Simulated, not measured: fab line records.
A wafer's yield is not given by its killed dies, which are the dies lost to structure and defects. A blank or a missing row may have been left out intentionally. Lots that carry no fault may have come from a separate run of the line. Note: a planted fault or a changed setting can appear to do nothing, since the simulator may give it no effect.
fab line records | flow nand-harc
record lots=14 wafers=42 last-day=24
route steps=1159 shown A_M0@1013 A_M1@1034
lots that met no fault: from a run of the same line without faults
start-h: start of the lot's first displayed wafer, in hours after the record's first day | wait-h: hours elapsed since this lot's preceding step | " identical to the entry in the row above | L1.1+2: several wafers, shown together as one row | - value missing, or start not given | * or withheld: withheld | < > ~ a bound
route shown NAME@n: a module of which the file shows steps, and the number in the route of the first | usual: mean and standard deviation over wafers with no fault | same: alike in all rows | chamber/n: place in a boat | sites: per-site readings | _std_site: their standard deviation | _edge_site: outer sites' mean less inner sites' | radius-mm: for every site, how far away it sits from the centre of the wafer | mask NAME#n: copy n | behind: the most recent tool/chamber to have shaped the wafer | hold: what put the lot on hold/how long, in hours/how the hold closed | device: the transistor (n, p or np) that didn't switch | end of line: at the end of the route, the tests of the same wafers | a step without rows: its recipe alone | killed: dies that structure and defects cost at the first sort, which is not the same as the wafer's yield | map: a wafer's dies, x killed, . not, _ none there
set.NAME: setting as actually run; set.NAME@STEP: the setting as run at that earlier step | model.NAME: the simulator's own value behind a step, which no gauge read
a sample of lots followed through the steps of the route, with each step as a table and each wafer as a row
services: when a tool's chamber went out of use (start-h, in hours from the record's first day, below 0 if earlier), for how many hours, and the reason
## steps
# step NHARC_A_M0_DEGAS_28
# recipe temp-c=250 time-s=60
# usual heater-power-w=310/26
# columns lot.wafer tool chamber start-h wait-h heater-power-w
L927.2 pvd-sputter-01 - 403.13 - 296
L927.5 " - " " 286
L927.6 " - " " 321
L928.3 pvd-sputter-03 - 403.77 - 308
L928.4 " - " " 333
L928.2 " - " " 263
L929.3 pvd-sputter-02 - 405.53 - 314
L929.4 " - " " 351
L929.6 " - " " 360
L925.4 pvd-sputter-03 - 406.37 - 338
L925.1 " - " " 262
L925.3 " - " " 300
L930.3 pvd-sputter-02 - 422.31 - 319
L930.4 " - " " 296
L930.5 " - " " 321
L926.3 pvd-sputter-03 - 425.64 - 320
L926.1 " - " " 338
L926.6 " - " " 264
L931.2 pvd-sputter-02 - 427.96 - 328
L931.6 " - " " 315
L931.5 " - " " 316
L932.2 pvd-sputter-01 - 450.84 - 319
L932.4 " - " " 297
L932.3 " - " " 291
L934.4 pvd-sputter-03 - 451.09 - 336
L934.2 " - " " 341
L934.6 " - " " 345
L933.4 pvd-sputter-01 - 457.44 - 281
L933.1 " - " " 305
L933.6 " - " " 290
L936.3 pvd-sputter-03 - 477.34 - 264
L936.6 " - " " 341
L936.5 " - " " 253
L938.1 pvd-sputter-03 - 478.44 - 329
L938.3 " - " " 337
L938.5 " - " " 326
L943.3 pvd-sputter-02 - 505.40 - 316
L943.1 " - " " 290
L943.6 " - " " 331
L948.2 pvd-sputter-02 - 535.61 - 298
L948.3 " - " " 317
L948.6 " - " " 342
# step NHARC_A_M0_THK_MEAS_24
# recipe thk-meas-gauge=xrf
# usual thk-nm=113.8/1.5
# columns lot.wafer tool chamber start-h wait-h thk-nm
L927.2 film-metro-01 - 404.58 - 114.8
L927.5 " - " " 112.0
L927.6 " - " " 115.2
L928.2 film-metro-01 - 405.18 - 115.6
L928.3 " - " " 113.4
L928.4 " - " " 113.0
L929.3 film-metro-02 - 406.93 - 114.4
L929.4 " - " " 113.1
L929.6 " - " " 116.2
L925.1 film-metro-02 - 407.80 - 115.6
L925.3 " - " " 119.9
L925.4 " - " " 113.4
L930.3 film-metro-02 - 423.72 - 115.5
L930.4 " - " " 112.8
L930.5 " - " " 113.5
L926.1 film-metro-02 - 427.10 - 113.1
L926.3 " - " " 113.8
L926.6 " - " " 113.0
L931.2 film-metro-01 - 429.39 - 114.9
L931.5 " - " " 116.1
L931.6 " - " " 114.2
L932.2 film-metro-02 - 452.23 - 112.1
L932.3 " - " " 113.7
L932.4 " - " " 114.3
L934.2 film-metro-02 - 452.53 - 112.3
L934.4 " - " " 112.9
L934.6 " - " " 111.3
L933.1 film-metro-01 - 458.85 - 112.5
L933.4 " - " " 114.2
L933.6 " - " " 114.6
L936.3 film-metro-01 - 478.73 - 114.1
L936.5 " - " " 114.2
L936.6 " - " " 111.8
L938.1 film-metro-01 - 479.86 - 112.9
L938.3 " - " " 112.7
L938.5 " - " " 110.1
L943.1 film-metro-02 - 506.95 - 114.2
L943.3 " - " " 116.4
L943.6 " - " " 114.9
L948.2 film-metro-02 - 537.29 - 113.9
L948.3 " - " " 111.7
L948.6 " - " " 112.1
# step NHARC_A_M0_DEP_32
# recipe target-thk-a=300 temp-c=370 target-thk-nm=30 pressure-torr=3 flow-sccm=200 rf-w=450 material=SiCN
# usual heater-power-w=579/100 rf-fwd-power-W=448.9/1.4
# columns lot.wafer tool chamber start-h wait-h heater-power-w rf-fwd-power-W
L927.2 pecvd-02 0 404.88 0.1 679 448.1
L927.5 " 1 " " 556 448.0
L927.6 " 2 " " 587 449.2
L928.3 pecvd-02 1 405.48 0.1 481 449.0
L928.2 " 2 " " 546 447.7
L928.4 " 1 " " 497 448.5
L929.3 pecvd-01 1 407.29 0.1 485 446.5
L929.4 " 1 " " 472 447.8
L929.6 " 2 " " 407 449.5
L925.1 pecvd-01 2 408.19 0.1 411 447.7
L925.3 " 1 " " 551 447.8
L925.4 " 1 " " 530 448.9
L930.3 pecvd-02 2 424.57 0.1 557 450.8
L930.5 " 1 " " 548 450.1
L930.4 " 2 " " 552 450.9
L926.3 pecvd-04 1 431.95 0.1 731 450.4
L926.1 " 0 " " 610 446.1
L926.6 " 0 " " 633 447.9
L931.2 pecvd-02 0 432.09 0.1 712 449.5
L931.5 " 0 " " 737 447.4
L931.6 " 1 " " 535 448.5
L932.3 pecvd-04 2 452.53 0.1 596 449.9
L932.2 " 1 " " 761 445.4
L932.4 " 0 " " 618 449.6
L934.2 pecvd-01 0 452.94 0.1 649 449.9
L934.6 " 1 " " 550 451.2
L934.4 " 2 " " 400 450.5
L933.1 pecvd-02 1 459.24 0.1 556 449.3
L933.4 " 0 " " 716 449.8
L933.6 " 1 " " 556 449.0
L936.3 pecvd-01 2 479.03 0.1 457 451.0
L936.5 " 0 " " 600 446.4
L936.6 " 1 " " 495 445.6
L938.1 pecvd-01 1 480.21 0.1 546 448.5
L938.3 " 2 " " 394 448.3
L938.5 " 0 " " 668 449.6
L943.1 pecvd-01 0 507.25 0.1 690 448.8
L943.3 " 2 " " 442 448.7
L943.6 " 1 " " 516 448.2
L948.2 pecvd-02 1 537.60 0.1 528 448.9
L948.3 " 2 " " 533 450.3
L948.6 " 2 " " 527 450.0
# step NHARC_A_M1_PEB_07
# recipe peb-temp-c=100 peb-time-s=65
# usual exhaust-pa=44.9/0.86 heater-power-total-W=156.6/0.43
# columns lot.wafer tool chamber start-h wait-h exhaust-pa heater-power-total-W
L927.2 litho-track-04 0 405.92 0.1 44.0 156.9
L927.5 " 0 " " 46.2 156.3
L927.6 " 0 " " 44.7 157.0
L928.2 litho-track-01 0 406.63 0.1 44.9 157.1
L928.3 " 0 " " 45.8 157.0
L928.4 " 0 " " 45.2 156.0
L929.3 litho-track-01 0 408.48 0.0 45.9 156.6
L929.4 " 0 " " 45.5 156.0
L929.6 " 0 " " 45.3 156.1
L925.1 litho-track-04 0 409.22 0.1 44.8 156.9
L925.3 " 0 " " 44.4 155.9
L925.4 " 0 " " 44.9 156.2
L930.3 litho-track-04 0 425.68 0.0 44.1 156.0
L930.4 " 0 " " 45.4 157.1
L930.5 " 0 " " 44.3 156.9
L926.1 litho-track-04 0 432.99 0.1 44.4 157.1
L926.3 " 0 " " 43.7 156.6
L926.6 " 0 " " 44.3 157.1
L931.2 litho-track-06 0 433.40 0.1 46.6 156.2
L931.5 " 0 " " 44.7 156.7
L931.6 " 0 " " 46.2 156.1
L932.2 litho-track-04 0 453.55 0.1 45.6 156.6
L932.3 " 0 " " 44.8 157.1
L932.4 " 0 " " 45.4 156.1
L934.2 litho-track-04 0 454.00 0.1 42.5 155.9
L934.4 " 0 " " 43.1 155.9
L934.6 " 0 " " 44.2 156.8
L933.1 litho-track-04 0 460.35 0.1 44.2 156.1
L933.4 " 0 " " 47.0 156.9
L933.6 " 0 " " 45.1 156.4
L936.3 litho-track-01 0 480.18 0.0 45.0 156.0
L936.5 " 0 " " 45.6 157.1
L936.6 " 0 " " 45.9 157.2
L938.1 litho-track-04 0 481.34 0.1 45.5 156.9
L938.3 " 0 " " 44.6 156.9
L938.5 " 0 " " 44.1 156.1
L943.1 litho-track-01 0 508.40 0.1 46.0 399.2
L943.3 " 0 " " 45.2 156.7
L943.6 " 0 " " 44.9 398.5
L948.2 litho-track-01 0 538.74 0.1 43.6 157.1
L948.3 " 0 " " 44.0 156.4
L948.6 " 0 " " 44.6 395.1
# step NHARC_A_M1_CD_MEAS_09
# recipe target-cd-nm=120 landing-energy-ev=500
# usual cd-nm=119.7/0.73
# columns lot.wafer tool chamber start-h wait-h cd-nm
L927.2 cd-sem-03 0 406.00 - 119.6
L927.5 " 0 " " 119.2
L927.6 " 0 " " 119.7
L928.2 cd-sem-02 0 406.71 - 120.6
L928.3 " 0 " " 120.1
L928.4 " 0 " " 118.5
L929.3 cd-sem-01 0 408.56 - 120.4
L929.4 " 0 " " 119.6
L929.6 " 0 " " 119.7
L925.1 cd-sem-02 0 409.30 - 119.4
L925.3 " 0 " " 119.1
L925.4 " 0 " " 120.8
L930.3 cd-sem-02 0 425.76 - 118.8
L930.4 " 0 " " 119.4
L930.5 " 0 " " 119.7
L926.1 cd-sem-01 0 433.07 - 118.7
L926.3 " 0 " " 119.2
L926.6 " 0 " " 119.6
L931.2 cd-sem-01 0 433.48 - 119.3
L931.5 " 0 " " 120.2
L931.6 " 0 " " 120.1
L932.2 cd-sem-01 0 453.63 - 119.3
L932.3 " 0 " " 119.6
L932.4 " 0 " " 119.2
L934.2 cd-sem-01 0 454.08 - 120.6
L934.4 " 0 " " 121.8
L934.6 " 0 " " 120.3
L933.1 cd-sem-01 0 460.42 - 119.8
L933.4 " 0 " " 118.9
L933.6 " 0 " " 119.4
L936.3 cd-sem-02 0 480.27 - 120.6
L936.5 " 0 " " 118.9
L936.6 " 0 " " 120.4
L938.1 cd-sem-02 0 481.42 - 118.7
L938.3 " 0 " " 119.4
L938.5 " 0 " " 119.8
L943.1 cd-sem-03 0 508.48 - 37.2
L943.3 " 0 " " 120.5
L943.6 " 0 " " 37.6
L948.2 cd-sem-01 0 538.82 - 119.8
L948.3 " 0 " " 119.1
L948.6 " 0 " " 36.1
# step NHARC_A_M1_CD_MEAS_16
# usual cd-nm=119.9/1.1
# columns lot.wafer tool chamber start-h wait-h cd-nm
L927.2 cd-sem-03 - 406.49 - 119.1
L927.5 " - " " 118.9
L927.6 " - " " 117.6
L928.2 cd-sem-03 - 407.21 - 120.4
L928.3 " - " " 120.1
L928.4 " - " " 118.1
L929.3 cd-sem-02 - 409.05 - 120.9
L929.4 " - " " 118.7
L929.6 " - " " 119.9
L925.1 cd-sem-03 - 409.79 - 119.8
L925.3 " - " " 119.6
L925.4 " - " " 120.6
L930.3 cd-sem-03 - 426.25 - 118.6
L930.4 " - " " 119.5
L930.5 " - " " 118.0
L926.1 cd-sem-02 - 433.59 - 118.8
L926.3 " - " " 121.1
L926.6 " - " " 119.5
L931.2 cd-sem-01 - 434.13 - 119.5
L931.5 " - " " 121.0
L931.6 " - " " 120.6
L932.2 cd-sem-02 - 454.14 - 121.5
L932.3 " - " " 120.8
L932.4 " - " " 119.7
L934.2 cd-sem-02 - 454.62 - 121.1
L934.4 " - " " 121.9
L934.6 " - " " 119.7
L933.1 cd-sem-02 - 460.93 - 120.4
L933.4 " - " " 120.3
L933.6 " - " " 117.9
L936.3 cd-sem-01 - 480.76 - 121.6
L936.5 " - " " 119.8
L936.6 " - " " 121.5
L938.1 cd-sem-02 - 481.92 - 119.8
L938.3 " - " " 118.1
L938.5 " - " " 120.0
L943.1 cd-sem-02 - 508.97 - 36.7
L943.3 " - " " 120.5
L943.6 " - " " 38.4
L948.2 cd-sem-03 - 539.31 - 121.5
L948.3 " - " " 119.5
L948.6 " - " " 37.4
## services
# columns tool chamber start-h hours kind
pvd-sputter-02 - 392.00 10.0 pm
pecvd-01 - 418.44 13.0 pm
pecvd-01 0 418.44 13.0 vent-cycle
pecvd-01 1 418.44 13.0 vent-cycle
pecvd-01 2 418.44 13.0 vent-cycle
pecvd-01 0 431.44 - clean
pecvd-01 1 431.44 - clean
pecvd-01 2 431.44 - clean
pvd-sputter-02 - 440.98 3.9 repair
litho-track-01 - 443.00 7.0 pm
pvd-sputter-02 - 455.16 38.8 repair
pvd-sputter-03 - 458.00 10.0 pm
pecvd-04 2 460.88 4.9 repair
pecvd-01 2 466.49 4.1 repair
litho-track-06 - 467.00 7.0 pm
pecvd-01 - 470.73 0.7 repair
litho-track-04 - 491.00 7.0 pm
pvd-sputter-01 - 497.49 2.8 repair
pvd-sputter-03 - 513.65 0.6 repair
pvd-sputter-01 - 514.00 10.0 pm
pecvd-02 - 515.09 13.0 pm
pecvd-02 0 515.09 13.0 vent-cycle
pecvd-02 1 515.09 13.0 vent-cycle
pecvd-02 2 515.09 13.0 vent-cycle
## key
first-sign step=NHARC_A_M1_PEB_07 reading=heater-power-total-W direction=up sigmas=99+ usual=* struck=*
effect step=NHARC_A_M1_CD_MEAS_09 reading=cd-nm direction=down sigmas=99+ usual=119.7 struck=36.9
effect step=NHARC_A_M1_CD_MEAS_16 reading=cd-nm direction=down sigmas=73 usual=119.9 struck=37.5
met-at NHARC_A_M1_PEB_07
struck-lots L943,L948
struck-wafers L943.1,L943.6,L948.6
later-rows-left-out L943.1,L943.6,L948.6
sort-left-out L943.1,L943.6,L948.6
not-acting-at NHARC_A_M0_DEGAS_28,NHARC_A_M0_THK_MEAS_24,NHARC_A_M0_DEP_32
onset-between 480.18 508.40
fault kind=process-parameter-drift tool=litho-track-01 chamber=- onset-h=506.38 steps=NHARC_A_M1_PEB_07 channel=peb-time-s offset=* shape=step end-h=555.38 scope=struck-wafers-only acts-in=* stated=*
# sort-left-out: the simulated sort isn't trusted on such a fault, so these wafers' sort isn't shown, and their yield isn't known
# later-rows-left-out: the simulator's readings of these wafers behind a module that went badly wrong aren't trusted and aren't shown, but for the sort
